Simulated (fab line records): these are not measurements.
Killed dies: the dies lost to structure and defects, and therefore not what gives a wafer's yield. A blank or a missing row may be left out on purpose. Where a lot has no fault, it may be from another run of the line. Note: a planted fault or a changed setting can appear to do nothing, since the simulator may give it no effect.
Lot-split experiment	flow n5 finfet	39 wafers read from 7 lots, route of 1938 steps

== THE SPLIT ==
At N5_BEOL_M15_DEP_53 (deposits SiCN from 3MS/NH3, target thk 50 nm, time 17.8 s), the setting target thk a was moved away from the recipe's 500 angstrom on 6 of the 39 wafers read, by -33.7% to +21.0%. This setting was run at the recipe's value on the other wafers.

The reading is taken at the split's own step.

== THE READING ==
SiCN_of_BEOL_M15_DEP_53.thk nm (the simulator's own value, which no gauge read), in nm, at N5_BEOL_M15_DEP_53 (deposits SiCN from 3MS/NH3, target thk 50 nm, time 17.8 s). There is no usual value for it anywhere in the file. The 33 wafers here that ran the recipe average 50.1 nm, standard deviation 0.67 nm.

wafer	tool, chamber at the split	target thk a as run, angstrom	against the recipe	SiCN_of_BEOL_M15_DEP_53.thk nm, nm	against lot-mates on the recipe
L076.1	pecvd-01, 0	500	recipe	49.2	-
L076.2	pecvd-01, 2	500	recipe	50.8	-
L076.3	pecvd-01, 1	500	recipe	50.2	-
L076.4	pecvd-01, 1,0	500	recipe	51.2	-
L076.6	pecvd-01, 1,0	500	recipe	51.2	-
L076.5	pecvd-01, 2	500	recipe	51.4	-
L080.1	pecvd-04, 1	331.5	-33.7%	33.6	-17.1
L080.2	pecvd-04, 2	500	recipe	50.6	-
L080.3	pecvd-04, 0	331.5	-33.7%	33	-17.7
L080.4	pecvd-04, 0	500	recipe	50.4	-
L080.5	pecvd-04, 2	500	recipe	51.2	-
L080.6	pecvd-04, 1	331.5	-33.7%	34.4	-16.3
L081.1	pecvd-01, 2	500	recipe	48.8	-
L081.2	pecvd-01, 1,0	500	recipe	49.4	-
L081.3	pecvd-01, 1,0	500	recipe	49.4	-
L081.4	pecvd-01, 2	500	recipe	50	-
L081.5	pecvd-01, 0	500	recipe	49.2	-
L081.6	pecvd-01, 1	500	recipe	50.2	-
L085.1	pecvd-04, 0	500	recipe	49.4	-
L085.2	pecvd-04, 1	500	recipe	50.2	-
L085.3	pecvd-04, 2	500	recipe	49.6	-
L085.4	pecvd-04, 0,1	500	recipe	50.4	-
L085.6	pecvd-04, 0,1	500	recipe	50.4	-
L085.5	pecvd-04, 2	500	recipe	50.6	-
L086.1	pecvd-01, 2	500	recipe	49.6	-
L086.2	pecvd-01, 0	604.8	+21.0%	59.2	+9.0
L086.3	pecvd-01, 1	604.8	+21.0%	59.4	+9.2
L086.4	pecvd-01, 0	604.8	+21.0%	60.2	+10.0
L086.5	pecvd-01, 1	500	recipe	50.4	-
L086.6	pecvd-01, 2	500	recipe	50.6	-
L094.1	pecvd-03, 1	500	recipe	49.8	-
L094.2	pecvd-03, 0	500	recipe	49.4	-
L094.5	pecvd-03, 1	500	recipe	50.6	-
L096.1	pecvd-03, 2,1,0	500	recipe	50.2	-
L096.4	pecvd-03, 2,1,0	500	recipe	50.2	-
L096.6	pecvd-03, 2,1,0	500	recipe	50.2	-
L096.2	pecvd-03, 0	500	recipe	49.2	-
L096.3	pecvd-03, 1	500	recipe	49.4	-
L096.5	pecvd-03, 2	500	recipe	50.6	-
The file does not say which wafer passed through which chamber wherever a row lists several chambers: such a row stands for several wafers.

FIT RESULTS
A straight line over all 39 wafers: SiCN_of_BEOL_M15_DEP_53.thk nm changes by +0.478 nm for each +1% of target thk a; r = +0.99; the points scatter about the line by 0.68 nm.
The same after taking each lot's own level away (the mean of its wafers on the recipe; 39 wafers): +0.489 nm for each +1%; r = +0.99; scatter 0.6 nm.
The reading moves by 16 nm for the largest change in target thk a, on that fit.
Across the lots, their own levels run from 49.50 to 50.73 nm, a range of 1.9 times the standard deviation given above.
So the lot-to-lot level changes the slope little: the two slopes agree.
Check: with one of the wafers moved furthest among these (-33.7%) left out of the fit, the line predicts -16.4 nm for it against its lot-mates. It came out at -17.1 nm against them.

== THE FILE'S OWN FIT ==
SiCN_of_BEOL_M15_DEP_53.thk nm changes by +0.49 nm for each +1% of target thk a, r = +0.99.
